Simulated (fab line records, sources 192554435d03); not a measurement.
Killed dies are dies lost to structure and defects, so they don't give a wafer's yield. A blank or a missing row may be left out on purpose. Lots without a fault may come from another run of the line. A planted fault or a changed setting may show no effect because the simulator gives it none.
Chamber matching | flow n5_finfet | N5_BEOL_M12_ETCH_38 on rie_diel-03: 4 sister chambers
The step etches SiCN in CF4/N2, target depth 68.7 nm, time 73.4 s. 4 wafers are shown with their chamber, then 10 later ones without.

WAFERS WITH THEIR CHAMBER
wafer  | chamber | showerhead_plenum_p_Torr (Torr)
L087.1 | 1       | 2.26
L087.3 | 2       | 2.17
L087.4 | 0       | 2.10
L087.5 | 3       | 2.31

WAFERS WITHOUT THEIR CHAMBER
wafer  | showerhead_plenum_p_Torr (Torr)
L087.6 | 2.17
L089.1 | 2.10
L089.2 | 2.17
L089.6 | 2.10
L092.1 | 2.10
L092.2 | 2.25
L092.5 | 2.30
L093.1 | 2.17
L093.2 | 2.30
L093.5 | 2.30

WHICH CHAMBER EACH WENT THROUGH
wafer  | from the rows above | in truth
L087.6 | 2                   | 2
L089.1 | 0                   | 0
L089.2 | 2                   | 2
L089.6 | 0                   | 0
L092.1 | 0                   | 0
L092.2 | 1                   | 1
L092.5 | 3                   | 3
L093.1 | 2                   | 2
L093.2 | 3                   | 3
L093.5 | 3                   | 3
Placed correctly: 10 of 10. Can't be placed from these rows: 0. Placed wrongly: 0.
How it was worked out, from the rows above alone: a wafer's distance from a chamber is the root of the sum, over the readings, of the square of ((its reading less the chamber's mean) divided by the reading's scatter). The wafer belongs to the nearest chamber; if the next one is less than 2 further off, it can't be placed. A chamber's mean is the mean of its shown wafers. The scatter: with one shown wafer a chamber, the root of the mean of the squares of how far each hidden wafer lies from its nearest shown one.
